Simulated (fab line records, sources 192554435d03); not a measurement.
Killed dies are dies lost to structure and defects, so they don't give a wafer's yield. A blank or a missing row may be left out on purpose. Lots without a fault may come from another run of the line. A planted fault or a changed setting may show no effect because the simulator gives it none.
A struck lot beside a sound one | flow n5_finfet | 18 steps out of a route of 1938
Sound: wafers L545.2, L545.4, L545.6. Struck: wafers L553.1, L553.4. (L553.6 of the same lot was not struck and is left out.) The cause comes at the end.
At each step with rows: each side's tool, then ch and its chambers, then its first start. Under that, the readings that differ: sound wafers | struck wafers | difference of the means | sigmas: that difference in standard deviations of wafers without a fault.
alike: readings whose means differ by less than 2 such deviations, and words and numbers that are the same on both sides. not compared: withheld readings, readings that some wafer has no value for, bounds like >300 that may hide the same value, and numbers for which the record gives no deviation and whose values overlap.
The two part at a step that has a row with sigmas, a row that says differs or no value, or rows on one side only. Numbers that don't overlap but have no deviation are shown without sigmas and don't part them. A reading that every wafer of one side lacks parts them only if that side has two wafers or more.

first, 1 step without rows for these wafers: N5_ZERO_LAYER_SRD_01 (time 30 s, dry time 30 s).
N5_ZERO_LAYER_PECVD_02: deposits SiO2 from SiH4/N2O, target thk 10 nm, time 6 s.
  sound on pecvd-02 ch 0,2, day 2 18:18; struck on pecvd-02 ch 1,2, day 4 18:17
  alike: heater_power_w, rf_fwd_power_W, showerhead_plenum_p_Torr, showerhead_vpp_V
then, 8 steps without rows for these wafers: N5_ZERO_LAYER_HMDS_04 (time 60 s); N5_ZERO_LAYER_COAT_05 (resist thk 1000 nm); N5_ZERO_LAYER_EBR_07; N5_ZERO_LAYER_SOFTBAKE_06 (time 90 s); N5_ZERO_LAYER_EXPOSE_08 (exposes mask ZERO, defocus 0 nm, target cd 2000 nm); N5_ZERO_LAYER_PEB_09; N5_ZERO_LAYER_DEVELOP_10 (develop time 60 s); N5_ZERO_LAYER_HARDBAKE_23 (time 120 s).
N5_ZERO_LAYER_CD_MEAS_11: target cd 2000 nm.
  sound on cd_sem-02 ch 0, day 2 18:40; struck on cd_sem-02 ch 0, day 4 18:38
  alike: cd_nm
N5_ZERO_LAYER_DESCUM_16: chemistry O2, time 7.9 s.
  sound on rie_diel-04 ch 2,3, day 2 18:42; struck on rie_diel-04 ch 0,2, day 4 18:41
  alike: drypump_motor_current_A, oes_product_au, rf_fwd_power_W, rf_vpp_V, showerhead_plenum_p_Torr, throttle_valve_pct
  not compared: rf_hours_counter_h
N5_ZERO_LAYER_ETCH_17: etches SiO2 in CF4, target depth 12 nm, time 13.3 s.
  sound on rie_diel-04 ch 2,3, day 2 18:44; struck on rie_diel-04 ch 0,2, day 4 18:43
  reading                  | sound             | struck      | difference | sigmas
  oes_product_au (a.u.)    | 0.79 0.76 0.75    | 1.03 1.07   | +0.28      | +9
  model.etch.depth_nm (nm) | 12.21 12.33 12.28 | 19.88 19.41 | +7.37      |
  alike: drypump_motor_current_A, rf_fwd_power_W, rf_vpp_V, showerhead_plenum_p_Torr, throttle_valve_pct
  not compared: rf_hours_counter_h, model.coat_of_ZERO_LAYER_COAT_05.thk_nm
N5_ZERO_LAYER_ETCH_18: etches Si in HBr/Cl2, target depth 120 nm, time 40 s.
  sound on rie_si-02 ch 1,2,3, day 2 18:48; struck on rie_si-02 ch 1,2, day 4 18:47
  alike: drypump_motor_current_A, oes_product_au, rf_fwd_power_W, throttle_valve_pct
  not compared: rf_hours_counter_h, model.coat_of_ZERO_LAYER_COAT_05.thk_nm
N5_ZERO_LAYER_STRIP_24: strips in O2.
  sound on plasma_asher-02 ch 0,1, day 2 18:55; struck on plasma_asher-01 ch 1, day 4 18:53
  reading            | sound       | struck  | difference | sigmas
  heater_power_w (W) | 340 352 339 | 292 293 | -51        | -2
  alike: drypump_motor_current_A, oes_product_au, strip_time_to_endpoint_s
  not compared: rf_hours_counter_h
then, 1 step without rows for these wafers: N5_ZERO_LAYER_STRIP_19 (strips in SPM, time 900 s).
-- the record jumps here: 7 days lie between the struck wafers' starts before and after (it left off in module ZERO_LAYER and takes up again in module BEOL_M4, whose first step shown is number 1111 of the route) --
N5_BEOL_M4_RC_MEAS_101:
  sound on prober-02 ch 0, day 9 06:42; struck on prober-01 ch 0, day 11 11:40
  alike: DIBL_N, DIBL_P, IOFF_N, IOFF_P, ION_N, ION_P, SS_N, SS_P, VT_N, VT_P
-- the record jumps here: 4 days lie between the struck wafers' starts before and after (it left off in module BEOL_M4 and takes up again in module PASSIVATION, whose first step shown is number 1936 of the route) --
N5_PASSIVATION_PROBE_49:
  sound on prober-01, day 13 23:58; struck on prober-01, day 15 22:50
  reading               | sound       | struck | difference | sigmas
  killed_at_contacts    | 17 22 20    | 6      | -14        | -2
  killed_at_other       | 2 8 3       | 12     | +8         | +3
  sort_bin_6_memory (%) | 2.5 3.6 3.7 | 1.8    | -1.5       | -2
  alike: defect_limited_yield, killed_at_M0_to_M3, killed_at_M4_up, killed_at_front_end, killed_dies, killed_on_rim, killed_open, killed_short, sort_bin_5_function, sort_n_pass, sort_yield_pct

WHERE THEY PART
First at N5_ZERO_LAYER_ETCH_17; last, within this record, at N5_PASSIVATION_PROBE_49.

WHY: what the simulator had put in
Process parameter drift: rie_diel-04, from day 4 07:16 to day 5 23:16, at N5_ZERO_LAYER_ETCH_17. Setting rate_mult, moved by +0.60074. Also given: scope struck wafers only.
